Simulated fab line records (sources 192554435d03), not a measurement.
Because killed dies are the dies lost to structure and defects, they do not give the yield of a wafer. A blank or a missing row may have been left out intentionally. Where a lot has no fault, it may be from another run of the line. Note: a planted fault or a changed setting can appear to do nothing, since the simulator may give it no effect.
Lot-split experiment | flow n5 finfet | 7 lots, 39 wafers read, on a route of 1938 steps

== SPLIT DETAILS ==
At N5_MIM_BOT_LITHO_DEVELOP_07 (develop time 60 s), the setting develop time s was moved away from the recipe's 60 s on 15 of the 39 wafers read, by -35.0% to +41.0%. All remaining wafers had this setting at the recipe value.

== FROM THE SPLIT TO THE READING: what the file shows between them, 1 step ==
- N5_MIM_BOT_LITHO_HARDBAKE_09: time 120 s

== THE READING ==
At N5_MIM_BOT_LITHO_CD_MEAS_08: cd nm in nanometres, against a target cd of 3000 nm. Typical for fault-free wafers on this fab line: 3000.8 nm, with standard deviation 2 nm.

wafer  | tool, chamber at the split | develop time s as run, s | against the recipe | cd nm, nm | against lot-mates on the recipe
L077.1 | litho track-01, 0          | 60                       | recipe             | 3004.4    | -
L077.2 | litho track-01, 0          | 79.72                    | +32.9%             | 3007.4    | +2.9
L077.3 | litho track-01, 0          | 60                       | recipe             | 3004.4    | -
L077.4 | litho track-01, 0          | 79.72                    | +32.9%             | 3008.1    | +3.6
L077.5 | litho track-01, 0          | 60                       | recipe             | 3004.8    | -
L077.6 | litho track-01, 0          | 79.72                    | +32.9%             | 3007.1    | +2.6
L078.1 | litho track-04, 0          | 60                       | recipe             | 2999.7    | -
L078.2 | litho track-04, 0          | 60                       | recipe             | 2998.5    | -
L078.3 | litho track-04, 0          | 60                       | recipe             | 2996.3    | -
L078.4 | litho track-04, 0          | 60                       | recipe             | 2998.6    | -
L078.5 | litho track-04, 0          | 60                       | recipe             | 2996.3    | -
L078.6 | litho track-04, 0          | 60                       | recipe             | 2998.9    | -
L085.1 | litho track-01, 0          | 60                       | recipe             | 3003.8    | -
L085.2 | litho track-01, 0          | 39.18                    | -34.7%             | 2993.7    | -9.5
L085.3 | litho track-01, 0          | 39.18                    | -34.7%             | 2994.5    | -8.7
L085.4 | litho track-01, 0          | 39.18                    | -34.7%             | 2994.5    | -8.7
L085.5 | litho track-01, 0          | 60                       | recipe             | 3002.8    | -
L085.6 | litho track-01, 0          | 60                       | recipe             | 3002.9    | -
L083.1 | litho track-05, 0          | 84.62                    | +41.0%             | 3008.2    | +7.0
L083.2 | litho track-05, 0          | 84.62                    | +41.0%             | 3008.8    | +7.6
L083.3 | litho track-05, 0          | 60                       | recipe             | 3002.9    | -
L083.4 | litho track-05, 0          | 60                       | recipe             | 2999.7    | -
L083.5 | litho track-05, 0          | 84.62                    | +41.0%             | 3005.0    | +3.8
L083.6 | litho track-05, 0          | 60                       | recipe             | 3000.9    | -
L087.3 | litho track-04, 0          | 60                       | recipe             | 2999.4    | -
L087.5 | litho track-04, 0          | 60                       | recipe             | 3000.1    | -
L087.6 | litho track-04, 0          | 60                       | recipe             | 3001.0    | -
L093.1 | litho track-04, 0          | 60                       | recipe             | 2999.0    | -
L093.2 | litho track-04, 0          | 39.03                    | -35.0%             | 2987.9    | -12.2
L093.3 | litho track-04, 0          | 60                       | recipe             | 3000.6    | -
L093.4 | litho track-04, 0          | 39.03                    | -35.0%             | 2991.9    | -8.2
L093.5 | litho track-04, 0          | 39.03                    | -35.0%             | 2991.3    | -8.8
L093.6 | litho track-04, 0          | 60                       | recipe             | 3000.8    | -
L095.1 | litho track-04, 0          | 79.56                    | +32.6%             | 3006.8    | +3.8
L095.2 | litho track-04, 0          | 79.56                    | +32.6%             | 3005.4    | +2.4
L095.3 | litho track-04, 0          | 79.56                    | +32.6%             | 3008.7    | +5.7
L095.4 | litho track-04, 0          | 60                       | recipe             | 3002.5    | -
L095.5 | litho track-04, 0          | 60                       | recipe             | 3002.3    | -
L095.6 | litho track-04, 0          | 60                       | recipe             | 3004.3    | -

THE FIT
A straight line over all 39 wafers: cd nm changes by +0.207 nm for each +1% of develop time s; r = +0.89; the points scatter about the line by 2.4 nm.
The same after taking each lot's own level away (the mean of its wafers on the recipe; 39 wafers): +0.187 nm for each +1%; r = +0.92; scatter 1.7 nm.
Per that fit: largest develop time s move, reading shift of 7.7 nm.
The lots' own levels span 2998.05 to 3004.53 nm, that is 3.2 times the standard deviation above.
Hence the slope depends on the lot-to-lot level, as the two fits are not the same.
Check: with one of the wafers moved furthest among these (+41.0%) left out of the fit, the line predicts +6.66 nm for it against its lot-mates. It came out at +7.03 nm against them.

== ADDITIONAL SPLITS CARRIED BY THESE WAFERS ==
These wafers also went through other splits before the reading. Each is held against what the fit with the lots' levels taken away leaves over:
other split on the same wafers      | wafers away from the commonest value | r with cd nm (lot level and that fit taken away)
N5_BEOL_M6_ILD_DEP_00 target thk a  | 12                                   | +0.00
N5_BEOL_M8_ILD_DEP_00 target thk a  | 15                                   | +0.10
N5_BEOL_M11_CVD_75 target thk a     | 15                                   | -0.05
N5_BEOL_M14_SPUTTER_45 target thk a | 9                                    | -0.12

== THE FILE'S OWN FIT ==
cd nm changes by +0.181 nm for each +1% of develop time s, r = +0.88.
